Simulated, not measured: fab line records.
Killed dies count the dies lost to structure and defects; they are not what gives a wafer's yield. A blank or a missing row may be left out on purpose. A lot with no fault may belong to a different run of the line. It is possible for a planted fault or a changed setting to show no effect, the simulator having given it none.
fab line records | flow nandHarc
record: lots: 12 wafers: 36 lastDay: 24
route steps=1159 shown A_M1@1049 HYBRID_BOND@1094 THIN_TSV@1107 END@1159
lots that met no fault: from a run of the same line without faults
startH: hours from the record's opening day to when the first of the lot's shown wafers began | waitH: time in hours since the lot's previous step | " as in the row above | L1.1+2: several wafers, shown together as one row | - either no value or no given start | * or withheld: withheld | < > ~ a bound
route shown NAME@n: a module of which the file shows steps, and the number in the route of the first | usual: average and standard deviation across the fault-free wafers | same: alike in all rows | chamber/n: place in a boat | sites: the reading at each site | _std_site: how widely they spread, as a standard deviation | _edge_site: mean of outer sites minus mean of inner sites | radiusMm: how far each site lies from the wafer's centre | mask NAME#n: copy n | behind: the tool/chamber that last shaped the wafer | hold: the reason the lot was held/the length of the hold in hours/how it ended | device: names the non-switching transistor (n, p or np) | end of line: tests run on the same wafers once the route is complete | step lacking rows: just its recipe | killed: at the first sort, the dies lost to defects and structure; wafer yield is something else | map: the dies of a wafer, with x for killed, . for not killed, _ for no die there
set.NAME: the setting as run; set.NAME@STEP: as run at that earlier step | model.NAME: the simulator's own value behind a step, which no gauge read
route steps across a sampled set of lots; one table per step, one row per wafer
services: the hour from which a tool's chamber was out of use, counted from the record's first day as startH (under 0 if before that day), plus the number of hours and why
== steps ==
step: NHARC_A_M1_PVD_21
recipe: targetThkA: 300 chamberPressurePa: 5 powerW: 5000 substrateTempC: 30 timeS: 20.49 material: Cu
usual: cathodeDcPowerW: 5000.1/0.87 throttleValvePct: 29.8/0.93
columns lot.wafer tool chamber startH waitH cathodeDcPowerW throttleValvePct
L116.2 pvdSputter-01 - 411.63 - 5000.9 29.8
L116.1 " - " " 5000.6 31.8
L116.6 " - " " 5000.2 29.7
L115.3 pvdSputter-03 - 414.87 - 4997.8 30.5
L115.4 " - " " 4998.8 30.7
L115.5 " - " " 5000.0 30.4
L117.1 pvdSputter-01 - 418.39 - 4998.0 31.7
L117.2 " - " " 5000.3 29.5
L117.4 " - " " 5001.1 29.8
L118.1 pvdSputter-03 - 418.96 - 4998.7 28.7
L118.3 " - " " 5000.3 28.8
L118.6 " - " " 4999.7 30.8
L120.4 pvdSputter-03 - 432.07 - 4999.8 29.0
L120.1 " - " " 4999.6 30.6
L120.5 " - " " 5000.7 30.5
L119.3 pvdSputter-03 - 435.36 - 5001.0 30.5
L119.1 " - " " 4999.5 28.6
L119.5 " - " " 5000.2 30.5
L121.3 pvdSputter-01 - 435.98 - 4998.8 30.0
L121.2 " - " " 4999.6 32.0
L121.4 " - " " 4998.8 29.5
L128.4 pvdSputter-03 - 482.31 - 5001.0 28.1
L128.2 " - " " 5000.3 30.5
L128.3 " - " " 5000.7 28.8
L129.4 pvdSputter-02 - 486.40 - 4998.4 30.3
L129.6 " - " " 4999.1 30.4
L129.5 " - " " 5000.2 29.1
L125.4 pvdSputter-03 - 487.46 - 4999.1 28.1
L125.3 " - " " 4998.7 30.8
L125.5 " - " " 5001.6 28.0
L137.1 pvdSputter-02 - 529.86 - 4999.6 30.5
L137.2 " - " " 5000.0 29.0
L137.5 " - " " 5000.2 30.5
L134.4 pvdSputter-02 - 545.96 - 5000.5 30.5
L134.2 " - " " 4999.8 29.2
L134.6 " - " " 4999.1 30.4
step: NHARC_HYBRID_BOND_ACTIVATE_00
recipe: timeS: 60 n2FlowSccm: 200 arFlowSccm: 0 biasPowerW: 0 chemistry: N2
usual: drypumpMotorCurrentA: 5.4/0.4 oesProductAu: 1.005/0.0097 rfVppV: 64.0/0.79 showerheadPlenumPTorr: 1.75/0.071
columns lot.wafer tool chamber startH waitH drypumpMotorCurrentA oesProductAu rfHoursCounterH rfVppV showerheadPlenumPTorr
L116.1 rieDiel-07 2 417.83 0.1 5.3 1.014 0 62.3 1.71
L116.2 " 1 " " 4.9 1.011 0 62.1 1.68
L116.6 " 3 " " 5.3 1.019 - 63.5 1.79
L115.3 rieDiel-13 1 421.26 0.1 5.6 1.002 49 63.9 1.76
L115.4 " 3 " " 5.7 1.005 51 64.0 1.78
L115.5 " 0 " " 5.1 0.993 - 64.7 1.67
L117.2 rieDiel-07 2 424.86 0.1 5.3 1.005 1 64.3 1.71
L117.1 " 3 " " 5.3 1.017 1 64.3 1.79
L117.4 " 1 " " 4.9 1.017 - 64.9 1.68
L118.1 rieDiel-07 2 425.16 0.1 5.4 1.000 1 63.9 1.71
L118.3 " 3 " " 5.3 1.006 1 62.6 1.79
L118.6 " 1 " " 4.9 1.009 - 63.1 1.68
L120.1 rieDiel-13 2 438.66 0.1 5.7 0.983 57 64.7 1.68
L120.4 " 0 " " 5.1 0.999 57 64.2 1.67
L120.5 " 1 " " 5.6 1.007 - 63.7 1.76
L119.3 rieDiel-07 2 441.61 0.1 5.3 1.004 3 63.9 1.71
L119.1 " 3 " " 5.3 1.008 3 64.9 1.79
L119.5 " 1 " " 5.0 1.010 - 64.0 1.68
L121.2 rieDiel-07 2 442.22 0.1 5.4 0.994 3 64.6 1.71
L121.3 " 3 " " 5.3 1.015 3 62.8 1.79
L121.4 " 1 " " 4.9 1.013 - 63.4 1.68
L128.3 rieDiel-06 1 489.63 0.1 6.0 1.016 25 63.9 1.76
L128.2 " 2 " " 5.4 1.009 26 64.1 1.89
L129.5 rieDiel-06 2 492.44 0.1 5.4 1.005 - 65.0 1.89
L129.6 " 0 " " 5.1 1.018 - 62.8 1.68
L129.4 " 1 " " 6.0 1.010 - 64.0 1.76
L125.3 rieDiel-07 0 493.59 0.1 6.3 1.004 3 63.2 1.84
L137.2 rieDiel-13 3 536.20 0.1 5.7 0.979 30 63.8 1.77
L137.1 " 0 " " 5.1 1.000 27 63.4 1.66
L137.5 " 3 " " 5.7 0.985 - 64.4 1.77
L134.2 rieDiel-13 2 552.05 0.1 5.7 0.986 38 62.9 1.67
L134.4 " 0 " " 5.1 1.001 33 63.4 1.66
L134.6 " 2 " " 5.7 0.984 - 63.0 1.67
step: NHARC_THIN_TSV_DEP_43
recipe: targetThkA: 13285 tempC: withheld pressureTorr: 6.5 rfW: 900 teosFlowSccm: 161.4 flowSccm: 2650 targetThkNm: 1328.5 gas: O2 material: SiO2
usual: throttleValvePct: 16.0/0.45
columns lot.wafer tool chamber startH waitH throttleValvePct
L116.2 pecvd-02 0 430.64 - 15.9
L116.1 " 1 " " 15.2
L116.6 " 2 " " 16.1
L115.3 pecvd-01 1 435.44 - 15.7
L115.4 " 1 " " 16.1
L115.5 " 2 " " 15.9
L117.2 pecvd-02 1 436.64 - 15.2
L117.1 " 2 " " 16.5
L117.4 " 0 " " 15.8
L118.3 pecvd-04 1 438.28 - 16.6
L118.1 " 0 " " 15.8
L118.6 " 0 " " 15.7
L120.1 pecvd-02 1 450.44 - 15.2
L120.4 " 2 " " 16.2
L120.5 " 0 " " 15.9
L119.1 pecvd-01 2 451.61 - 16.1
L119.3 " 0 " " 15.6
L119.5 " 0 " " 15.6
L121.3 pecvd-02 1 457.61 - 15.6
L121.2 " 2 " " 16.1
L121.4 " 0 " " 16.0
L128.2 pecvd-04 2 501.29 - 16.9
L128.3 " 0 " " 15.7
L129.4 pecvd-04 1 503.76 - 16.8
L129.5 " 2 " " 16.8
L129.6 " 0 " " 15.7
L125.3 pecvd-04 2 507.39 - 16.5
L137.2 pecvd-02 2 547.97 - 15.6
L137.1 " 1 " " 15.6
L137.5 " 1 " " 15.5
L134.2 pecvd-02 0 560.23 - 16.0
L134.6 " 2 " " 15.7
L134.4 " 0 " " 15.9
step: NHARC_THIN_TSV_DEGAS_49
recipe: tempC: 300 timeS: 120
usual: heaterPowerW: 440/36
columns lot.wafer tool chamber startH waitH heaterPowerW
L116.1 pvdSputter-01 - 434.32 0.1 512
L116.2 " - " " 435
L116.6 " - " " 445
L115.4 pvdSputter-01 - 439.19 0.1 503
L115.3 " - " " 447
L115.5 " - " " 517
L117.4 pvdSputter-01 - 440.31 0.1 455
L117.1 " - " " 510
L117.2 " - " " 456
L118.1 pvdSputter-02 - 442.04 0.1 435
L118.3 " - " " 462
L118.6 " - " " 390
L120.4 pvdSputter-01 - 453.98 0.1 443
L120.1 " - " " 455
L120.5 " - " " 512
L119.3 pvdSputter-03 - 455.06 0.1 374
L119.1 " - " " 400
L119.5 " - " " 460
L121.4 pvdSputter-01 - 461.22 0.1 436
L121.3 " - " " 519
L121.2 " - " " 455
L128.2 pvdSputter-02 - 505.03 0.1 388
L128.3 " - " " 439
L129.4 pvdSputter-02 - 507.40 0.1 463
L129.6 " - " " 472
L129.5 " - " " 381
L125.3 pvdSputter-01 - 511.01 0.1 459
L137.1 pvdSputter-01 - 551.45 0.1 435
L137.2 " - " " 507
L137.5 " - " " 444
L134.4 pvdSputter-01 - 563.83 0.1 437
L134.2 " - " " 453
L134.6 " - " " 487
step: NHARC_END_SORT_01
recipe: tempC: 25
usual: defectLimitedYield: 95.4/1.7 killedAtArray: 27/11 killedAtOther: 0.6/0.89 killedAtPeriphery: 3.0/2.4 killedDies: 31/12 killedOpen: 3.2/1.6 killedShort: 2.0/1.5 sort_bin_2_pct: 1.5/0.69 sort_bin_3_pct: 0.23/0.22 sort_bin_4_pct: 2.9/1.1 sortNPass: 646/12 sortRimYieldPct: 94/3.3 sortYieldPct: 95.4/1.7
same: grossDies: 677 sort_bin_5_pct[%]: 0 sort_bin_6_pct[%]: 0 sort_bin_7_pct[%]: 0 sort_bin_8_pct[%]: 0 sortRimNGross: 106.00
columns lot.wafer tool chamber startH waitH defectLimitedYield[%] killedAtArray killedAtOther killedAtPeriphery killedDies killedOpen killedShort sort_bin_2_pct[%] sort_bin_3_pct[%] sort_bin_4_pct[%] sortNPass sortRimYieldPct[%] sortYieldPct[%]
L128.2 prober-01 0 517.62 2.8 95.3 29 2 1 32 5 3 2.1 0.15 2.5 645 93 95.3
L128.3 prober-01 0 518.42 3.1 94.4 35 0 3 38 3 3 0.6 0.89 4.1 639 94 94.4
L128.4 prober-01 0 519.22 3.4 0 670 1 6 677 5 4 96.0 0.44 3.5 0 0 0
L125.3 prober-02 0 526.35 3.1 97.6 15 0 1 16 3 1 0.7 0 1.6 661 96 97.6
L125.4 prober-02 0 527.14 3.4 0 676 0 1 677 5 0 99.0 0.15 0.9 0 0 0
L125.5 prober-02 0 527.94 3.7 0 675 0 2 677 3 3 98.4 0 1.6 0 0 0
killed by level:class
L128.2 A_SLIT:chamberFilmFlake=10 A_CONTACT:chamberFilmFlake=5 A_CHANNEL_HOLE_D1:chamberFilmFlake=4 A_M0:geometricParticle:open=3 STARTING-WAFER:geometricParticle:short=2 A_STAIRCASE:chamberFilmFlake=2 A_M0:chamberFilmFlake=2 P_STI:geometricParticle:short=1
L128.3 A_CONTACT:chamberFilmFlake=8 A_SLIT:chamberFilmFlake=6 A_STAIRCASE:chamberFilmFlake=4 A_ZERO_WELL:chamberFilmFlake=3 A_SGD_CUT:chamberFilmFlake=3 A_WL_FILL:chamberFilmFlake=3 A_ONON_D1:geometricParticle:open=2 P_GATE:chamberFilmFlake=2
L128.4 A_M1:areaPvd=640 A_SLIT:chamberFilmFlake=8 A_CHANNEL_HOLE_D1:chamberFilmFlake=6 A_SGD_CUT:chamberFilmFlake=4 A_WL_FILL:chamberFilmFlake=3 P_CONTACT:geometricParticle:open=2 A_CONTACT:chamberFilmFlake=2 P_M0:geometricParticle:short=1
L125.3 A_CHANNEL_HOLE_D1:chamberFilmFlake=7 A_STAIRCASE:chamberFilmFlake=3 A_CONTACT:chamberFilmFlake=2 P_STI:geometricParticle:short=1 A_CHANNEL_FILL_D1:geometricParticle:open=1 A_CONTACT:geometricParticle:open=1 A_M1:geometricParticle:open=1
L125.4 A_M1:areaPvd=665 A_CHANNEL_HOLE_D1:chamberFilmFlake=6 A_CONTACT:geometricParticle:open=3 P_GATE:geometricParticle:open=1 A_M1:geometricParticle:open=1 A_STAIRCASE:chamberFilmFlake=1
L125.5 A_M1:areaPvd=660 A_CHANNEL_HOLE_D1:chamberFilmFlake=4 A_CONTACT:chamberFilmFlake=3 A_ONON_D1:geometricParticle:open=2 A_STAIRCASE:chamberFilmFlake=2 A_SLIT:chamberFilmFlake=2 P_CONTACT:geometricParticle:short=1 P_M1:geometricParticle:short=1
== services ==
columns tool chamber startH hours kind
rieDiel-06 3 388.05 109.3 repair
pvdSputter-02 - 392.05 10.0 pm
rieDiel-07 3 393.45 2.6 repair
rieDiel-13 1 404.80 1.4 repair
pecvd-01 - 405.17 9.2 repair
rieDiel-07 - 405.20 9.0 pm
pecvd-01 1 417.37 3.4 repair
rieDiel-06 - 418.55 9.0 pm
pecvd-01 - 418.64 13.0 pm
rieDiel-13 - 453.05 9.0 pm
pvdSputter-03 - 458.07 10.0 pm
rieDiel-06 1 461.46 1.2 repair
pvdSputter-02 - 496.49 5.5 repair
rieDiel-06 - 507.69 0.9 repair
pecvd-02 - 515.17 13.0 pm
pecvd-02 0 515.17 13.0 ventCycle
pecvd-02 1 515.17 13.0 ventCycle
pecvd-02 2 515.17 13.0 ventCycle
rieDiel-06 3 521.97 6.4 repair
pvdSputter-01 - 523.33 10.0 pm
rieDiel-06 2 526.21 11.5 repair
pecvd-01 - 530.46 0.6 repair
rieDiel-06 - 545.97 0.8 repair
pecvd-04 - 557.14 13.0 pm
== key ==
firstSign: step: NHARC_END_SORT_01 reading: sort_bin_2_pct direction: up sigmas: 99+ usual: 1.5 struck: 97.8
effect: step: NHARC_END_SORT_01 reading: killedAtArray direction: up sigmas: 59 usual: 27 struck: 674
moreKillsBornAt: NHARC_A_M1_PVD_21@pvdSputter-03: 1965
metAt NHARC_A_M1_PVD_21
struckLots L125,L128
struckWafers L125.4,L125.5,L128.4
laterRowsLeftOut L125.4,L125.5,L128.4
notActingAt NHARC_HYBRID_BOND_ACTIVATE_00,NHARC_THIN_TSV_DEP_43,NHARC_THIN_TSV_DEGAS_49
onsetBetween 432.07 482.31
fault: kind: processParameterDrift tool: pvdSputter-03 chamber: - onsetH: 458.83 steps: NHARC_A_M1_PVD_21 channel: targetThkA offset: * shape: step endH: 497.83 actsIn: * stated: * scope: struckWafersOnly
laterRowsLeftOut: the simulator's readings of these wafers behind a module that went badly wrong aren't trusted and aren't shown, but for the sort
